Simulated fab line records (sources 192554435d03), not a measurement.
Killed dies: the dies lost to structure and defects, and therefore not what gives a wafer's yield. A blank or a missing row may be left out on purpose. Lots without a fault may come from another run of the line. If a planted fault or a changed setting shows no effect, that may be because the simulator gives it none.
Split-lot experiment || flow n5_finfet || 39 wafers read across 7 lots, on a route 1938 steps long

## ON THE SPLIT
At N5_PASSIVATION_PECVD_00 (deposits SiO2 from SiH4/N2O, target thk 200 nm, time 11.2 s), the setting time_s was moved away from the recipe's 11.2 s on 18 of the 39 wafers read, by -51.7% to +56.2%. The other wafers ran this setting at the recipe's value.

The split's own step is where the reading is taken.

## THE READING
SiO2_of_PASSIVATION_PECVD_00.thk_nm (the simulator's own value, which no gauge read), in nm, at N5_PASSIVATION_PECVD_00 (deposits SiO2 from SiH4/N2O, target thk 200 nm, time 11.2 s). The file does not state a usual value for it. Average 201.3 nm, standard deviation 3 nm, over the 21 wafers here run with the recipe.

{"wafer": "L074.1", "tool, chamber at the split": "pecvd-04, 1", "time_s as run, s": 7.953, "against the recipe": "-29.0%", "SiO2_of_PASSIVATION_PECVD_00.thk_nm, nm": 138, "against lot-mates on the recipe": -60.7}
{"wafer": "L074.2", "tool, chamber at the split": "pecvd-04, 2", "time_s as run, s": 7.953, "against the recipe": "-29.0%", "SiO2_of_PASSIVATION_PECVD_00.thk_nm, nm": 140.6, "against lot-mates on the recipe": -58.1}
{"wafer": "L074.3", "tool, chamber at the split": "pecvd-04, 0", "time_s as run, s": 11.2, "against the recipe": "recipe", "SiO2_of_PASSIVATION_PECVD_00.thk_nm, nm": 199, "against lot-mates on the recipe": "-"}
{"wafer": "L074.4", "tool, chamber at the split": "pecvd-04, 0", "time_s as run, s": 7.953, "against the recipe": "-29.0%", "SiO2_of_PASSIVATION_PECVD_00.thk_nm, nm": 141.4, "against lot-mates on the recipe": -57.3}
{"wafer": "L074.5", "tool, chamber at the split": "pecvd-04, 2", "time_s as run, s": 11.2, "against the recipe": "recipe", "SiO2_of_PASSIVATION_PECVD_00.thk_nm, nm": 199.8, "against lot-mates on the recipe": "-"}
{"wafer": "L074.6", "tool, chamber at the split": "pecvd-04, 1", "time_s as run, s": 11.2, "against the recipe": "recipe", "SiO2_of_PASSIVATION_PECVD_00.thk_nm, nm": 197.4, "against lot-mates on the recipe": "-"}
{"wafer": "L076.1", "tool, chamber at the split": "pecvd-01, 1", "time_s as run, s": 11.2, "against the recipe": "recipe", "SiO2_of_PASSIVATION_PECVD_00.thk_nm, nm": 202.6, "against lot-mates on the recipe": "-"}
{"wafer": "L076.2", "tool, chamber at the split": "pecvd-01, 2", "time_s as run, s": 11.2, "against the recipe": "recipe", "SiO2_of_PASSIVATION_PECVD_00.thk_nm, nm": 200.8, "against lot-mates on the recipe": "-"}
{"wafer": "L076.3", "tool, chamber at the split": "pecvd-01, 2", "time_s as run, s": 5.415, "against the recipe": "-51.7%", "SiO2_of_PASSIVATION_PECVD_00.thk_nm, nm": 97.6, "against lot-mates on the recipe": -105.0}
{"wafer": "L076.4", "tool, chamber at the split": "pecvd-01, 1", "time_s as run, s": 11.2, "against the recipe": "recipe", "SiO2_of_PASSIVATION_PECVD_00.thk_nm, nm": 204.4, "against lot-mates on the recipe": "-"}
{"wafer": "L076.5", "tool, chamber at the split": "pecvd-01, 2", "time_s as run, s": 5.415, "against the recipe": "-51.7%", "SiO2_of_PASSIVATION_PECVD_00.thk_nm, nm": 98.4, "against lot-mates on the recipe": -104.2}
{"wafer": "L076.6", "tool, chamber at the split": "pecvd-01, 1", "time_s as run, s": 5.415, "against the recipe": "-51.7%", "SiO2_of_PASSIVATION_PECVD_00.thk_nm, nm": 101.2, "against lot-mates on the recipe": -101.4}
{"wafer": "L080.1", "tool, chamber at the split": "pecvd-01, 1", "time_s as run, s": 5.544, "against the recipe": "-50.5%", "SiO2_of_PASSIVATION_PECVD_00.thk_nm, nm": 98.6, "against lot-mates on the recipe": -105.0}
{"wafer": "L080.2", "tool, chamber at the split": "pecvd-01, 2", "time_s as run, s": 11.2, "against the recipe": "recipe", "SiO2_of_PASSIVATION_PECVD_00.thk_nm, nm": 199.6, "against lot-mates on the recipe": "-"}
{"wafer": "L080.3", "tool, chamber at the split": "pecvd-01, 0", "time_s as run, s": 5.544, "against the recipe": "-50.5%", "SiO2_of_PASSIVATION_PECVD_00.thk_nm, nm": 99.8, "against lot-mates on the recipe": -103.8}
{"wafer": "L080.4", "tool, chamber at the split": "pecvd-01, 1", "time_s as run, s": 11.2, "against the recipe": "recipe", "SiO2_of_PASSIVATION_PECVD_00.thk_nm, nm": 204, "against lot-mates on the recipe": "-"}
{"wafer": "L080.5", "tool, chamber at the split": "pecvd-01, 0", "time_s as run, s": 11.2, "against the recipe": "recipe", "SiO2_of_PASSIVATION_PECVD_00.thk_nm, nm": 207.2, "against lot-mates on the recipe": "-"}
{"wafer": "L080.6", "tool, chamber at the split": "pecvd-01, 2", "time_s as run, s": 5.544, "against the recipe": "-50.5%", "SiO2_of_PASSIVATION_PECVD_00.thk_nm, nm": 99, "against lot-mates on the recipe": -104.6}
{"wafer": "L081.1", "tool, chamber at the split": "pecvd-04, 1", "time_s as run, s": 11.2, "against the recipe": "recipe", "SiO2_of_PASSIVATION_PECVD_00.thk_nm, nm": 196.4, "against lot-mates on the recipe": "-"}
{"wafer": "L081.4", "tool, chamber at the split": "pecvd-04, 1", "time_s as run, s": 11.2, "against the recipe": "recipe", "SiO2_of_PASSIVATION_PECVD_00.thk_nm, nm": 199.2, "against lot-mates on the recipe": "-"}
{"wafer": "L081.5", "tool, chamber at the split": "pecvd-04, 0", "time_s as run, s": 11.2, "against the recipe": "recipe", "SiO2_of_PASSIVATION_PECVD_00.thk_nm, nm": 203.4, "against lot-mates on the recipe": "-"}
{"wafer": "L084.1", "tool, chamber at the split": "pecvd-04, 0", "time_s as run, s": 11.2, "against the recipe": "recipe", "SiO2_of_PASSIVATION_PECVD_00.thk_nm, nm": 199.2, "against lot-mates on the recipe": "-"}
{"wafer": "L084.2", "tool, chamber at the split": "pecvd-04, 1", "time_s as run, s": 16.83, "against the recipe": "+50.3%", "SiO2_of_PASSIVATION_PECVD_00.thk_nm, nm": 297.2, "against lot-mates on the recipe": "+96.8"}
{"wafer": "L084.3", "tool, chamber at the split": "pecvd-04, 2", "time_s as run, s": 16.83, "against the recipe": "+50.3%", "SiO2_of_PASSIVATION_PECVD_00.thk_nm, nm": 298.2, "against lot-mates on the recipe": "+97.8"}
{"wafer": "L084.4", "tool, chamber at the split": "pecvd-04, 0", "time_s as run, s": 11.2, "against the recipe": "recipe", "SiO2_of_PASSIVATION_PECVD_00.thk_nm, nm": 200.8, "against lot-mates on the recipe": "-"}
{"wafer": "L084.5", "tool, chamber at the split": "pecvd-04, 2", "time_s as run, s": 11.2, "against the recipe": "recipe", "SiO2_of_PASSIVATION_PECVD_00.thk_nm, nm": 201.2, "against lot-mates on the recipe": "-"}
{"wafer": "L084.6", "tool, chamber at the split": "pecvd-04, 1", "time_s as run, s": 16.83, "against the recipe": "+50.3%", "SiO2_of_PASSIVATION_PECVD_00.thk_nm, nm": 302.6, "against lot-mates on the recipe": "+102.2"}
{"wafer": "L087.1", "tool, chamber at the split": "pecvd-01, 0", "time_s as run, s": 17.5, "against the recipe": "+56.2%", "SiO2_of_PASSIVATION_PECVD_00.thk_nm, nm": 317, "against lot-mates on the recipe": "+113.7"}
{"wafer": "L087.2", "tool, chamber at the split": "pecvd-01, 2", "time_s as run, s": 11.2, "against the recipe": "recipe", "SiO2_of_PASSIVATION_PECVD_00.thk_nm, nm": 199.2, "against lot-mates on the recipe": "-"}
{"wafer": "L087.3", "tool, chamber at the split": "pecvd-01, 1", "time_s as run, s": 17.5, "against the recipe": "+56.2%", "SiO2_of_PASSIVATION_PECVD_00.thk_nm, nm": 311.4, "against lot-mates on the recipe": "+108.1"}
{"wafer": "L087.4", "tool, chamber at the split": "pecvd-01, 2", "time_s as run, s": 17.5, "against the recipe": "+56.2%", "SiO2_of_PASSIVATION_PECVD_00.thk_nm, nm": 316, "against lot-mates on the recipe": "+112.7"}
{"wafer": "L087.5", "tool, chamber at the split": "pecvd-01, 1", "time_s as run, s": 11.2, "against the recipe": "recipe", "SiO2_of_PASSIVATION_PECVD_00.thk_nm, nm": 204, "against lot-mates on the recipe": "-"}
{"wafer": "L087.6", "tool, chamber at the split": "pecvd-01, 0", "time_s as run, s": 11.2, "against the recipe": "recipe", "SiO2_of_PASSIVATION_PECVD_00.thk_nm, nm": 206.8, "against lot-mates on the recipe": "-"}
{"wafer": "L097.1", "tool, chamber at the split": "pecvd-02, 2", "time_s as run, s": 11.2, "against the recipe": "recipe", "SiO2_of_PASSIVATION_PECVD_00.thk_nm, nm": 196.6, "against lot-mates on the recipe": "-"}
{"wafer": "L097.2", "tool, chamber at the split": "pecvd-02, 0", "time_s as run, s": 8.693, "against the recipe": "-22.4%", "SiO2_of_PASSIVATION_PECVD_00.thk_nm, nm": 153, "against lot-mates on the recipe": -47.6}
{"wafer": "L097.3", "tool, chamber at the split": "pecvd-02, 0", "time_s as run, s": 8.693, "against the recipe": "-22.4%", "SiO2_of_PASSIVATION_PECVD_00.thk_nm, nm": 155.2, "against lot-mates on the recipe": -45.4}
{"wafer": "L097.4", "tool, chamber at the split": "pecvd-02, 2", "time_s as run, s": 11.2, "against the recipe": "recipe", "SiO2_of_PASSIVATION_PECVD_00.thk_nm, nm": 202.4, "against lot-mates on the recipe": "-"}
{"wafer": "L097.5", "tool, chamber at the split": "pecvd-02, 2", "time_s as run, s": 11.2, "against the recipe": "recipe", "SiO2_of_PASSIVATION_PECVD_00.thk_nm, nm": 202.8, "against lot-mates on the recipe": "-"}
{"wafer": "L097.6", "tool, chamber at the split": "pecvd-02, 0", "time_s as run, s": 8.693, "against the recipe": "-22.4%", "SiO2_of_PASSIVATION_PECVD_00.thk_nm, nm": 156, "against lot-mates on the recipe": -44.6}

FIT RESULTS
A straight line over all 39 wafers: SiO2_of_PASSIVATION_PECVD_00.thk_nm changes by +2 nm for each +1% of time_s; r = +1.00; the points scatter about the line by 2.8 nm.
The same after taking each lot's own level away (the mean of its wafers on the recipe; 39 wafers): +2.01 nm for each +1%; r = +1.00; scatter 2.4 nm.
Per that fit: largest time_s move, reading shift of 1.1e+02 nm.
From 198.73 to 203.60 nm: that is the span of the lots' own levels, equal to 1.6 times the standard deviation above.
The two slopes agree, so the slope changes little with the lot-to-lot level.
Check: for one of the wafers moved furthest among these (+56.2%), held out of the fit, the line's prediction against its lot-mates is +112 nm. It came out at +114 nm against them.

## FURTHER SPLITS ON THESE WAFERS
Before the reading, these wafers also passed through other splits. Each is held against what the fit with the lots' levels taken away leaves over:
{"other split on the same wafers": "N5_BEOL_M15_TRENCH_ETCH_34 time_s", "wafers away from the commonest value": 18, "r with SiO2_of_PASSIVATION_PECVD_00.thk_nm (lot level and that fit taken away)": -0.06}

## THE FILE'S OWN FIT
SiO2_of_PASSIVATION_PECVD_00.thk_nm changes by +2.01 nm for each +1% of time_s, r = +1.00.
